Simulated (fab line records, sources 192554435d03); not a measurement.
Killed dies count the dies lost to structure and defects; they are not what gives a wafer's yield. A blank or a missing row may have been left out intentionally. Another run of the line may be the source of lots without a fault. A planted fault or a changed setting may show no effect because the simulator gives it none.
fab line records ; flow n5_finfet
[record] lots = 6; wafers = 16; last_day = 21
route steps=1938 shown BEOL_M4@1059 PASSIVATION@1936
lots that met no fault: taken from a fault-free run of the same line
start_h: hours from the record's opening day to when the first of the lot's shown wafers began ; wait_h: how many hours have passed since the lot's step before this one ; " identical to the entry in the row above ; L1.1+2: several wafers, shown together as one row ; - no value, or no start was given ; * or withheld: withheld ; < > ~ a bound
route shown NAME@n: NAME is a module with steps in the file, n the number in the route of the first one ; usual: average and standard deviation across the fault-free wafers ; same: alike in all rows ; chamber/n: place in a boat ; sites: readings site by site ; _std_site: standard deviation across them ; _edge_site: outer sites' mean less inner sites' ; radius_mm: how far each site lies from the wafer's centre ; mask NAME#n: copy n ; behind: the most recent tool/chamber to have shaped the wafer ; hold: why the lot was held/for how many hours/how that ended ; device: which transistor (n, p or np) failed to switch ; end of line: the tests these same wafers got at the end of their route ; a step without rows: its recipe alone ; killed: the dies lost at the first sort to structure and to defects; this is not the yield of the wafer ; map: a wafer's dies, x killed, . not, _ none there
set.NAME: the setting the step ran with; set.NAME@STEP: the setting that earlier step ran with ; model.NAME: the simulator's own value behind a step, which no gauge read
lots seen at some steps along the route; tables by step, rows by wafer
services: when a tool's chamber went out of use (start_h, in hours from the record's first day, below 0 if earlier), for how many hours, and the reason
[[steps]]
[step N5_BEOL_M4_DESCUM_33]
[recipe] chemistry = O2; time_s = 7; source_power_w = 50; bias_power_w = 20; pressure_mtorr = 20; rf_frequency_hz = 2.712e+07; temp_c = 40; resist = CAR-EUV; o2_flow_sccm = 225
[usual] drypump_motor_current_A = 5.69/0.19; o2_flow_sccm = 225.0/0.73; oes_product_au = 0.79/0.084; rf_vpp_V = 242.8/1.3; showerhead_plenum_p_Torr = 2.07/0.066; throttle_valve_pct = 20.4/0.3
lot.wafer;tool;chamber;start_h;wait_h;drypump_motor_current_A;o2_flow_sccm;oes_product_au;rf_hours_counter_h;rf_vpp_V;showerhead_plenum_p_Torr;throttle_valve_pct
L108.1;rie_diel-01;0;226.55;0.0;5.71;225.2;0.82;109;240.8;2.01;20.3
L108.4;rie_diel-01;3;226.55;0.0;5.85;224.3;0.95;4;241.7;2.03;19.8
L108.6;rie_diel-01;3;226.55;0.0;5.85;223.9;0.96;-;243.9;2.04;19.8
L107.1;rie_diel-04;1;232.23;0.0;5.90;224.3;0.93;20;242.5;2.05;20.2
L107.3;rie_diel-04;0;232.23;0.0;5.86;224.7;0.90;33;242.1;2.06;20.6
L107.5;rie_diel-04;2;232.23;0.0;5.45;226.1;0.99;-;244.0;2.15;20.2
L112.1;rie_diel-03;2;257.03;0.0;5.95;225.8;0.72;196;244.1;2.15;20.4
L112.4;rie_diel-03;0;257.03;0.0;5.54;225.0;0.69;-;243.3;2.08;20.6
L114.1;rie_diel-01;2;265.43;0.0;5.63;224.9;0.72;190;242.2;2.07;20.8
L114.5;rie_diel-01;1;265.43;0.0;5.49;226.5;0.82;-;243.5;2.17;20.3
L120.3;rie_diel-04;1;298.50;0.0;5.89;224.5;0.88;37;242.9;2.05;20.3
L120.5;rie_diel-04;3;298.50;0.0;5.23;225.3;0.70;-;245.3;2.17;20.9
L120.6;rie_diel-04;2;298.50;0.0;5.40;224.7;0.93;-;244.1;2.15;20.2
L125.1;rie_diel-01;2;340.61;0.1;5.63;225.8;0.71;218;242.6;2.06;20.9
L125.5;rie_diel-01;1;340.61;0.1;5.55;226.1;0.79;-;243.1;2.16;20.4
L125.6;rie_diel-01;2;340.61;0.1;5.63;226.7;0.70;-;243.0;2.06;20.9
[step N5_BEOL_M4_ETCH_77]
[recipe] chemistry = N2/H2; target = underlayer; target_depth_a = 65; mask_material = CAR-EUV; time_s = 5.2; ion_energy_ev = 200; pressure_mtorr = 30; source_w = 840; bias_w = 150; n2_flow_sccm = 200; h2_flow_sccm = 200; ends = cleared
[usual] bias_w = 149.9/0.44; drypump_motor_current_A = 5.70/0.19; etch_rf_on_time_s = 5.23/0.18; oes_product_au = 0.67/0.076; rf_vpp_V = 523.4/2.5; showerhead_plenum_p_Torr = 2.52/0.084; throttle_valve_pct = 17.90/0.26
lot.wafer;tool;chamber;start_h;wait_h;bias_w;drypump_motor_current_A;etch_rf_on_time_s;oes_product_au;rf_hours_counter_h;rf_vpp_V;showerhead_plenum_p_Torr;throttle_valve_pct
L108.1;rie_diel-01;0;226.59;0.0;149.6;5.75;5.15;0.69;109;523.1;2.46;17.83
L108.4;rie_diel-01;3;226.59;0.0;150.4;5.87;5.28;0.82;4;524.5;2.50;17.51
L108.6;rie_diel-01;3;226.59;0.0;149.2;5.88;5.27;0.81;-;523.3;2.50;17.48
L107.1;rie_diel-04;1;232.27;0.0;149.9;5.96;4.96;0.80;20;524.2;2.50;17.71
L107.3;rie_diel-04;0;232.27;0.0;149.5;5.85;5.06;0.77;33;521.3;2.47;17.74
L107.5;rie_diel-04;2;232.27;0.0;150.1;5.42;5.06;0.84;-;525.3;2.63;17.76
L112.1;rie_diel-03;2;257.06;0.0;150.0;5.99;5.41;0.60;196;525.8;2.63;17.92
L112.4;rie_diel-03;0;257.06;0.0;150.3;5.51;5.10;0.59;-;524.4;2.48;17.82
L114.1;rie_diel-01;2;265.47;0.0;150.3;5.65;5.58;0.60;190;523.6;2.54;18.41
L114.5;rie_diel-01;1;265.47;0.0;150.0;5.55;5.09;0.69;-;525.5;2.67;17.97
L120.3;rie_diel-04;1;298.53;0.0;149.9;5.88;5.01;0.77;37;522.4;2.49;17.75
L120.5;rie_diel-04;3;298.53;0.0;150.0;5.25;5.42;0.60;-;525.4;2.63;18.34
L120.6;rie_diel-04;2;298.53;0.0;150.0;5.43;5.17;0.79;-;524.5;2.62;17.78
L125.1;rie_diel-01;2;340.64;0.0;149.5;5.65;5.58;0.59;218;522.5;2.52;18.45
L125.5;rie_diel-01;1;340.64;0.0;149.7;5.58;5.07;0.68;-;527.9;2.65;18.03
L125.6;rie_diel-01;2;340.64;0.0;149.8;5.65;5.53;0.58;-;522.1;2.52;18.46
[step N5_BEOL_M4_ETCH_69]
[recipe] chemistry = CF4; target = SiARC; target_depth_a = 156; mask_material = CAR-EUV; time_s = 26; ion_energy_ev = 80; pressure_mtorr = 40; source_w = 545; bias_w = 36; Ar_flow_sccm = 100; cf4_flow_sccm = 100; ends = cleared
[step N5_BEOL_M4_ALD_98]
[recipe] material = SiO2; target_thk_a = 25; temp_c = 100; ald_precursor_family = BDEAS; ald_co_reactant = O2-plasma; pulse_time_s = 1; co_reactant_pulse_time_s = 1; purge_time_s = 2; co_reactant_purge_time_s = 2; ald_cycles = 17; pressure_torr = 2
[step N5_BEOL_M4_ETCHBACK_99]
[recipe] chemistry = CHF3; target = SiO2; target_depth_a = 50; time_s = 10.4; source_w = 215; bias_w = 47; Ar_flow_sccm = 200; CHF3_flow_sccm = 12; ion_energy_ev = 100; pressure_mtorr = 30
[usual] bias_w = 46.99/0.15; drypump_motor_current_A = 5.68/0.17; oes_product_au = 0.79/0.079; rf_vpp_V = 244/11; showerhead_plenum_p_Torr = 2.14/0.066; throttle_valve_pct = 17.1/0.3
lot.wafer;tool;chamber;start_h;wait_h;bias_w;drypump_motor_current_A;oes_product_au;rf_hours_counter_h;rf_vpp_V;showerhead_plenum_p_Torr;throttle_valve_pct
L108.1;rie_diel-01;1;255.03;28.3;46.99;5.51;0.82;94;257;2.26;17.2
L108.4;rie_diel-01;3;255.03;28.3;47.05;5.87;0.93;11;249;2.10;16.6
L108.6;rie_diel-01;0;255.03;28.3;46.83;5.75;0.81;-;228;2.08;17.1
L107.1;rie_diel-03;2;260.86;28.1;47.25;5.94;0.71;198;242;2.22;17.2
L107.3;rie_diel-03;0;260.86;28.1;46.95;5.50;0.69;230;230;2.11;17.1
L107.5;rie_diel-03;0;260.86;28.1;46.73;5.50;0.68;-;232;2.11;17.2
L112.1;rie_diel-01;3;305.08;47.6;47.01;5.88;0.90;29;251;2.10;16.6
L112.4;rie_diel-01;2;305.08;47.6;46.89;5.61;0.72;205;251;2.14;17.6
L114.1;rie_diel-01;2;308.81;43.2;46.99;5.63;0.71;207;250;2.14;17.6
L114.5;rie_diel-01;1;308.81;43.2;46.69;5.58;0.80;-;258;2.25;17.2
L120.3;rie_diel-04;3;339.66;41.0;46.87;5.23;0.70;217;247;2.19;17.4
L120.5;rie_diel-04;0;339.66;41.0;47.16;5.82;0.85;-;244;2.09;17.1
L120.6;rie_diel-04;3;339.66;41.0;47.20;5.26;0.70;-;247;2.19;17.4
L125.1;rie_diel-03;3;354.61;13.8;47.24;5.67;0.73;189;235;2.06;17.2
L125.5;rie_diel-03;0;354.61;13.8;46.93;5.50;0.95;-;231;2.10;16.7
L125.6;rie_diel-03;3;354.61;13.8;47.01;5.65;0.71;-;235;2.06;17.2
[step N5_BEOL_M4_ETCH_70]
[recipe] chemistry = N2/H2; target = SOC; target_depth_a = 800; overetch_a = 240; mask_material = SiARC; temp_c = 40; time_s = 130; ion_energy_ev = 200; pressure_mtorr = 30; source_w = 840; bias_w = 150; n2_flow_sccm = 200; h2_flow_sccm = 200
[step N5_BEOL_M4_STRIP_71]
[recipe] chemistry = N2/H2; temp_c = 40; n2_flow_sccm = 200; h2_flow_sccm = 200; rf_frequency_hz = 6e+07
[step N5_BEOL_M4_STRIP_78]
[recipe] chemistry = N2/H2; temp_c = 40; n2_flow_sccm = 200; h2_flow_sccm = 200; rf_frequency_hz = 6e+07
[step N5_BEOL_M4_VIA_ETCH_34]
[recipe] chemistry = C4F6/O2; target_depth_a = 694; mask_material = SOC; pressure_mtorr = 15; ion_energy_ev = 250; taper_deg = 4; time_s = 65.9; source_w = 350; bias_w = 170; Ar_flow_sccm = 300; C4F6_flow_sccm = 10; O2_flow_sccm = 10
[step N5_BEOL_M4_STRIP_83]
[recipe] chemistry = C4F6/O2; resist = SiARC; rf_frequency_hz = 6e+07
[step N5_BEOL_M4_STRIP_36]
[recipe] chemistry = N2/H2; power_w = 450; temp_c = 40; pressure_mtorr = 20; rf_frequency_hz = 6e+07; overash_fraction = 0.3; bias_power_w = 7; h2_frac = 0.5; n2_flow_sccm = 200; h2_flow_sccm = 200
[step N5_BEOL_M4_TRENCH_ETCH_37]
[recipe] chemistry = C4F6/O2; target_depth_a = 555.55; target = SiOC; time_s = 29.2; ion_energy_ev = 250; pressure_mtorr = 30; source_w = 355; bias_w = 185; Ar_flow_sccm = 300; C4F6_flow_sccm = 10; O2_flow_sccm = 10
[usual] C4F6_flow_sccm = 9.999/0.029; bias_w = 185.0/0.53; drypump_motor_current_A = 5.69/0.17; oes_product_au = 0.79/0.078; rf_vpp_V = 674/31; showerhead_plenum_p_Torr = 2.82/0.085; throttle_valve_pct = 20.9/0.3
lot.wafer;tool;chamber;start_h;wait_h;C4F6_flow_sccm;bias_w;drypump_motor_current_A;oes_product_au;rf_hours_counter_h;rf_vpp_V;showerhead_plenum_p_Torr;throttle_valve_pct
L108.1;rie_diel-01;1;-;-;9.988;184.5;5.52;0.83;94;713;2.98;21.0
L108.4;rie_diel-01;3;-;-;9.973;185.1;5.85;0.94;11;689;2.78;20.4
L108.6;rie_diel-01;0;-;-;10.024;185.4;5.74;0.80;-;629;2.76;20.9
L107.1;rie_diel-03;2;-;-;9.948;185.2;5.97;0.70;198;665;2.93;20.9
L107.3;rie_diel-03;0;-;-;10.008;184.5;5.50;0.69;231;639;2.80;20.9
L107.5;rie_diel-03;0;-;-;9.991;184.5;5.51;0.68;-;639;2.80;20.9
L112.1;rie_diel-01;3;-;-;9.988;184.8;5.89;0.89;29;690;2.78;20.4
L112.4;rie_diel-01;2;-;-;9.943;185.4;5.65;0.72;205;693;2.83;21.3
L114.1;rie_diel-01;2;-;-;9.991;184.1;5.66;0.71;207;693;2.83;21.4
L114.5;rie_diel-01;1;-;-;10.013;185.0;5.56;0.79;-;713;2.97;21.0
L120.3;rie_diel-04;3;-;-;10.004;185.7;5.24;0.70;218;681;2.89;21.1
L120.5;rie_diel-04;0;-;-;10.038;184.5;5.87;0.86;-;669;2.76;20.9
L120.6;rie_diel-04;3;-;-;9.997;185.8;5.24;0.70;-;680;2.89;21.1
L125.1;rie_diel-03;3;-;-;9.966;185.2;5.63;0.73;189;649;2.72;20.9
L125.5;rie_diel-03;0;-;-;9.993;185.7;5.51;0.96;-;639;2.79;20.5
L125.6;rie_diel-03;3;-;-;9.937;185.4;5.63;0.74;-;650;2.72;20.9
[step N5_BEOL_M4_ETCH_41]
[recipe] chemistry = CH3F/O2; target = SiCN; target_depth_a = 299; taper_deg = 2; time_s = 52.5; ion_energy_ev = 120; mask_material = TiN; pressure_mtorr = 30; source_w = 395; bias_w = 75; Ar_flow_sccm = 150; CH3F_flow_sccm = 30; O2_flow_sccm = 20
[usual] bias_w = 75.04/0.21; drypump_motor_current_A = 5.68/0.16; oes_product_au = 0.79/0.077; rf_vpp_V = 297.0/1.5; showerhead_plenum_p_Torr = 1.98/0.063; throttle_valve_pct = 16.4/0.31
lot.wafer;tool;chamber;start_h;wait_h;bias_w;drypump_motor_current_A;oes_product_au;rf_hours_counter_h;rf_vpp_V;showerhead_plenum_p_Torr;throttle_valve_pct;model.etch.depth_nm
L108.1;rie_diel-01;1;255.30;-;74.99;5.55;0.82;94;299.0;2.10;16.4;20.47
L108.4;rie_diel-01;3;255.30;-;75.03;5.86;0.93;11;297.6;1.95;15.8;19.84
L108.6;rie_diel-01;0;255.30;-;75.06;5.75;0.80;-;296.3;1.93;16.3;20.11
L107.1;rie_diel-03;2;261.13;-;74.92;5.95;0.72;198;298.3;2.06;16.5;19.14
L107.3;rie_diel-03;0;261.13;-;74.91;5.51;0.69;231;295.9;1.97;16.4;20.09
L107.5;rie_diel-03;0;261.13;-;75.00;5.53;0.69;-;297.2;1.97;16.5;20.04
L112.1;rie_diel-01;3;305.36;-;75.03;5.85;1.26;29;296.1;1.95;15.8;33.02
L112.4;rie_diel-01;2;305.36;-;74.57;5.64;0.71;205;296.6;1.99;16.8;19.46
L114.1;rie_diel-01;2;309.08;-;75.05;5.64;1.00;207;297.0;1.98;16.8;32.1
L114.5;rie_diel-01;1;309.08;-;74.91;5.50;0.80;-;299.6;2.09;16.4;20.25
L120.3;rie_diel-04;3;339.94;-;74.99;5.24;0.69;218;298.2;2.04;16.7;19.17
L120.5;rie_diel-04;0;339.94;-;74.97;5.84;0.86;-;295.3;1.94;16.4;20.28
L120.6;rie_diel-04;3;339.94;-;75.00;5.23;0.70;-;299.5;2.04;16.7;19.3
L125.1;rie_diel-03;3;354.88;-;74.87;5.65;0.73;189;295.2;1.91;16.4;19.09
L125.5;rie_diel-03;0;354.88;-;75.17;5.52;0.94;-;296.0;1.96;16.0;20.55
L125.6;rie_diel-03;3;354.88;-;74.99;5.65;0.72;-;297.8;1.91;16.4;18.99
[step N5_BEOL_M4_STRIP_97]
[recipe] chemistry = N2/H2; time_s = 10; power_w = 450; temp_c = 40; pressure_mtorr = 20; rf_frequency_hz = 6e+07; bias_power_w = 7; n2_flow_sccm = 200; h2_flow_sccm = 200
[usual] drypump_motor_current_A = 5.69/0.17; oes_product_au = 0.80/0.075; rf_vpp_V = 59.1/0.88; showerhead_plenum_p_Torr = 2.52/0.084; throttle_valve_pct = 23.7/0.33
lot.wafer;tool;chamber;start_h;wait_h;drypump_motor_current_A;oes_product_au;rf_hours_counter_h;rf_vpp_V;showerhead_plenum_p_Torr;throttle_valve_pct
L108.1;rie_diel-01;1;-;-;5.53;0.82;94;59.0;2.66;23.9
L108.4;rie_diel-01;3;-;-;5.85;0.93;11;60.0;2.50;23.4
L108.6;rie_diel-01;0;-;-;5.73;0.81;-;58.0;2.45;23.6
L107.1;rie_diel-03;2;-;-;5.98;0.72;198;59.1;2.62;23.6
L107.3;rie_diel-03;0;-;-;5.53;0.68;231;58.0;2.48;23.5
L107.5;rie_diel-03;0;-;-;5.50;0.69;-;58.2;2.48;23.5
L112.1;rie_diel-01;3;-;-;5.87;0.89;29;58.4;2.49;23.4
L112.4;rie_diel-01;2;-;-;5.65;0.72;205;58.7;2.53;24.3
L114.1;rie_diel-01;2;-;-;5.64;0.71;207;60.1;2.52;24.3
L114.5;rie_diel-01;1;-;-;5.54;0.79;-;61.2;2.66;23.9
L120.3;rie_diel-04;3;-;-;5.25;0.70;218;59.9;2.62;24.2
L120.5;rie_diel-04;0;-;-;5.89;0.85;-;59.2;2.46;23.5
L120.6;rie_diel-04;3;-;-;5.23;0.70;-;58.5;2.62;24.2
L125.1;rie_diel-03;3;-;-;5.66;0.74;189;58.7;2.39;23.3
L125.5;rie_diel-03;0;-;-;5.51;0.94;-;58.6;2.47;23.1
L125.6;rie_diel-03;3;-;-;5.66;0.74;-;59.6;2.39;23.3
[step N5_BEOL_M4_RC_MEAS_101]
[usual] DIBL_N = 36.1/2.3; DIBL_P = 36/3.2; IOFF_N = 0.16/0.045; IOFF_P = 0.21/0.049; ION_N = 674/14; ION_P = 462/8.4; SS_N = 71.6/0.83; SS_P = 73.2/0.87; VT_N = 249/3.8; VT_P = -250/3.4
lot.wafer;tool;chamber;start_h;wait_h;DIBL_N[mV/V];DIBL_P[mV/V];IOFF_N[nA/um];IOFF_P[nA/um];ION_N[uA/um];ION_P[uA/um];SS_N[mV/dec];SS_P[mV/dec];VT_N[mV];VT_P[mV]
L108.1;prober-01;0;259.92;0.0;38.4;42;0.23;0.32;695;476;71.7;74.3;243;-244
L108.4;prober-01;0;259.92;0.0;33.2;34;0.12;0.17;682;471;70.8;72.6;252;-250
L108.6;prober-01;0;259.92;0.0;40.3;43;0.27;0.34;689;469;72.4;74.6;239;-244
L107.1;prober-01;0;266.33;0.0;35.2;32;0.13;0.17;664;457;71.2;71.8;252;-253
L107.3;prober-01;0;266.33;0.0;40.8;40;0.25;0.30;681;466;73.4;74.0;246;-246
L107.5;prober-01;0;266.33;0.0;35.6;34;0.14;0.19;657;453;71.9;72.9;251;-250
L112.1;prober-02;0;310.74;0.0;41.7;42;0.29;0.30;681;461;73.6;75.0;245;-248
L112.4;prober-02;0;310.74;0.0;38.4;39;0.21;0.24;676;456;72.8;74.8;247;-251
L114.1;prober-01;0;313.45;0.0;33.5;33;0.12;0.18;649;449;71.8;73.2;255;-251
L114.5;prober-01;0;313.45;0.0;32.1;31;0.10;0.15;642;447;71.7;72.7;258;-252
L120.3;prober-01;0;345.01;0.3;38.0;39;0.21;0.23;681;458;72.3;73.6;245;-250
L120.5;prober-01;0;345.01;0.3;40.4;42;0.27;0.27;700;467;72.8;74.4;240;-249
L120.6;prober-01;0;345.01;0.3;35.0;35;0.14;0.18;661;450;70.6;72.9;251;-252
L125.1;prober-02;0;358.67;0.0;37.4;39;0.19;0.23;695;472;72.0;74.2;244;-251
L125.5;prober-02;0;358.67;0.0;40.1;41;0.24;0.29;685;475;72.7;74.1;244;-246
L125.6;prober-02;0;358.67;0.0;37.9;39;0.18;0.22;685;469;72.5;73.3;247;-252
[step N5_PASSIVATION_PROBE_49]
[usual] defect_limited_yield = 90.9/1.6; killed_at_M0_to_M3 = 37/11; killed_at_M4_up = 15/5.6; killed_at_contacts = 13/6.4; killed_at_front_end = 39/11; killed_at_other = 4/3.1; killed_dies = 107/19; killed_open = 71/14; killed_short = 34/7.8; sort_bin_4_leakage = 0.01/0.053; sort_bin_5_function = 5.3/1; sort_bin_6_memory = 3.4/0.72; sort_bin_8_speed = 0.0/0.42; sort_n_pass = 1072/20; sort_yield_pct = 90.9/1.7
[same] gross_dies = 1180; killed_at_back_side = 0
lot.wafer;tool;chamber;start_h;wait_h;defect_limited_yield[%];killed_at_M0_to_M3;killed_at_M4_up;killed_at_contacts;killed_at_front_end;killed_at_other;killed_dies;killed_open;killed_short;sort_bin_4_leakage[%];sort_bin_5_function[%];sort_bin_6_memory[%];sort_bin_8_speed[%];sort_n_pass;sort_yield_pct[%]
L107.1;prober-02;-;370.90;0.0;93.2;38;9;4;28;1;80;48;30;0;4.2;2.2;0;1100;93.2
L107.3;prober-02;-;371.00;0.1;93.7;35;13;2;23;1;74;47;20;0;3.3;2.5;0;1106;93.7
L107.5;prober-02;-;371.10;0.2;91.5;33;18;6;42;1;100;67;28;0;4.6;3.5;0;1080;91.5
L112.1;prober-02;-;430.21;0.0;89.3;39;19;19;40;9;126;88;32;0.25;6.4;3.6;0;1051;89.1
L112.4;prober-02;-;430.36;0.2;88.5;53;23;17;39;4;136;96;36;0;7.3;3.9;0;1044;88.5
L114.1;prober-02;-;434.91;0.0;89.9;38;15;15;49;2;119;79;40;0;6.3;3.6;0;1061;89.9
L114.5;prober-02;-;435.11;0.2;92.3;28;15;15;32;1;91;64;24;0;4.0;3.6;0.3;1086;92.0
L120.3;prober-02;-;467.70;0.1;92.7;34;3;10;38;1;86;53;33;0;4.3;2.5;0;1094;92.7
L120.5;prober-02;-;467.80;0.2;91.4;33;20;9;37;2;101;71;29;0;5.2;3.1;0;1079;91.4
L120.6;prober-02;-;467.85;0.3;93.2;19;15;6;38;2;80;47;29;0;3.5;2.9;0;1100;93.2
L125.1;prober-01;-;496.17;0.0;90.3;37;13;8;51;6;115;70;42;0;5.6;3.6;0;1065;90.3
L125.5;prober-01;-;496.37;0.2;91.4;40;8;11;37;5;101;70;30;0;5.3;3.1;0;1079;91.4
L125.6;prober-01;-;496.42;0.3;89.7;60;13;7;40;2;122;65;53;0;6.9;2.9;0;1058;89.7
// killed by level:class
L107.1 BEOL_M1:geometric_particle:open=8 BEOL_M3:geometric_particle:open=8 BEOL_M0_SAQP:geometric_particle:open=6 FIN_SAQP:geometric_particle:open=5 BEOL_M2:geometric_particle:open=5 SPACER0:geometric_particle:short=4 GATE_CUT:geometric_particle:short=4 DUMMY_GATE:geometric_particle:open=3
L107.3 BEOL_M3:geometric_particle:open=7 BEOL_M4:geometric_particle:open=7 BEOL_M2:geometric_particle:open=6 FIN_SAQP:geometric_particle:open=4 BEOL_M0_SAQP:geometric_particle:open=4 BEOL_M0_SAQP:geometric_particle:short=4 BEOL_M3:geometric_particle:short=4 STI_FIN_REVEAL:geometric_particle:open=3
L107.5 FIN_SAQP:geometric_particle:open=7 DUMMY_GATE:geometric_particle:open=7 BEOL_M1:geometric_particle:open=7 BEOL_M2:geometric_particle:open=6 BEOL_M3:geometric_particle:open=6 STI_FIN_REVEAL:geometric_particle:open=5 BEOL_M0:geometric_particle:short=5 BEOL_M4:geometric_particle:open=5
L112.1 MOL_CONTACT_COAG:geometric_particle:open=16 BEOL_M2:geometric_particle:open=10 BEOL_M1:geometric_particle:open=9 BEOL_M3:geometric_particle:open=8 DUMMY_GATE:geometric_particle:open=7 FIN_SAQP:geometric_particle:short=7 STI_FIN_REVEAL:geometric_particle:open=7 BEOL_M4:geometric_particle:open=7
L112.4 BEOL_M0_SAQP:geometric_particle:open=15 MOL_CONTACT_COAG:geometric_particle:open=13 BEOL_M4:geometric_particle:open=12 STI_FIN_REVEAL:geometric_particle:open=10 BEOL_M0_SAQP:geometric_particle:short=9 BEOL_M1:geometric_particle:open=9 FIN_SAQP:geometric_particle:open=6 BEOL_M3:geometric_particle:open=6
L114.1 BEOL_M2:geometric_particle:open=14 STI_FIN_REVEAL:geometric_particle:open=13 MOL_CONTACT_COAG:geometric_particle:open=11 FIN_SAQP:geometric_particle:short=9 FIN_SAQP:geometric_particle:open=8 BEOL_M3:geometric_particle:open=7 MOL_CONTACT_COAG:geometric_particle:short=4 BEOL_M0_SAQP:geometric_particle:short=4
L114.5 MOL_CONTACT_COAG:geometric_particle:open=12 FIN_SAQP:geometric_particle:short=8 BEOL_M3:geometric_particle:open=8 BEOL_M2:geometric_particle:open=6 BEOL_M4:geometric_particle:open=5 FIN_SAQP:geometric_particle:open=4 STI_FIN_REVEAL:geometric_particle:open=4 BEOL_M0_SAQP:geometric_particle:open=4
L120.3 FIN_SAQP:geometric_particle:short=9 MOL_CONTACT_COAG:geometric_particle:open=9 FIN_SAQP:geometric_particle:open=6 DUMMY_GATE:geometric_particle:open=6 BEOL_M1:geometric_particle:short=6 BEOL_M0_SAQP:geometric_particle:open=5 BEOL_M0:geometric_particle:open=5 BEOL_M2:geometric_particle:open=5
L120.5 BEOL_M1:geometric_particle:open=9 BEOL_M4:geometric_particle:open=9 FIN_SAQP:geometric_particle:open=7 BEOL_M2:geometric_particle:open=6 MOL_CONTACT_COAG:geometric_particle:open=6 BEOL_M1:geometric_particle:short=6 FIN_SAQP:geometric_particle:short=5 STI_FIN_REVEAL:geometric_particle:open=4
L120.6 BEOL_M4:geometric_particle:open=9 FIN_SAQP:geometric_particle:short=7 STI_FIN_REVEAL:geometric_particle:open=7 BEOL_M0_SAQP:geometric_particle:short=7 GATE_CUT:geometric_particle:short=5 GATE_CUT:geometric_particle:open=4 MOL_CONTACT_COAG:geometric_particle:open=4 FIN_SAQP:geometric_particle:open=3
L125.1 STI_FIN_REVEAL:geometric_particle:open=11 FIN_SAQP:geometric_particle:short=9 FIN_SAQP:geometric_particle:open=9 BEOL_M2:geometric_particle:short=8 BEOL_M4:geometric_particle:open=8 BEOL_M1:geometric_particle:open=6 BEOL_M2:geometric_particle:open=6 BEOL_M3:geometric_particle:open=6
L125.5 STI_FIN_REVEAL:geometric_particle:open=11 BEOL_M3:geometric_particle:open=10 BEOL_M0_SAQP:geometric_particle:short=7 BEOL_M0_SAQP:geometric_particle:open=6 BEOL_M1:geometric_particle:open=6 FIN_SAQP:geometric_particle:open=5 MOL_CONTACT_COAG:geometric_particle:open=5 MOL_CONTACT_COAG:geometric_particle:short=5
L125.6 BEOL_M0_SAQP:geometric_particle:short=13 BEOL_M3:geometric_particle:open=12 GATE_CUT:geometric_particle:short=8 BEOL_M2:geometric_particle:short=8 STI_FIN_REVEAL:geometric_particle:open=7 FIN_SAQP:geometric_particle:open=6 FIN_SAQP:geometric_particle:short=6 BEOL_M3:geometric_particle:short=6
[[services]]
tool;chamber;start_h;hours;kind
rie_diel-03;0;206.78;4.0;repair
rie_diel-04;2;209.91;-;clean
rie_diel-04;2;209.91;-;consumable_replace:focus_ring
rie_diel-04;2;209.91;14.3;scheduled_down
rie_diel-04;2;209.91;14.3;vent_cycle
rie_diel-03;2;238.86;1.8;repair
rie_diel-03;3;254.51;19.3;repair
rie_diel-03;3;289.92;5.3;repair
rie_diel-04;0;298.90;4.3;repair
rie_diel-03;0;309.46;-;clean
rie_diel-03;0;309.46;-;consumable_replace:focus_ring
rie_diel-03;0;309.46;30.7;scheduled_down
rie_diel-03;0;309.46;30.7;vent_cycle
rie_diel-04;2;332.82;4.0;repair
[[key]]
[first_sign] step = N5_BEOL_M4_ETCH_41; reading = oes_product_au; direction = up; sigmas = 4.3; usual = 0.79; struck = 1.13
effect none on later readings
[model_effect] step = N5_BEOL_M4_ETCH_41; value = etch.depth_nm; without = 19.63; struck = 32.56
met_at N5_BEOL_M4_ETCH_41
struck_wafers L112.1,L114.1
onset_between 255.30 305.36
[fault] kind = process_parameter_drift; tool = rie_diel-01; chamber = -; onset_h = 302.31; steps = N5_BEOL_M4_ETCH_41; channel = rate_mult; offset = 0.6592; shape = step; end_h = 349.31; scope = struck_wafers_only
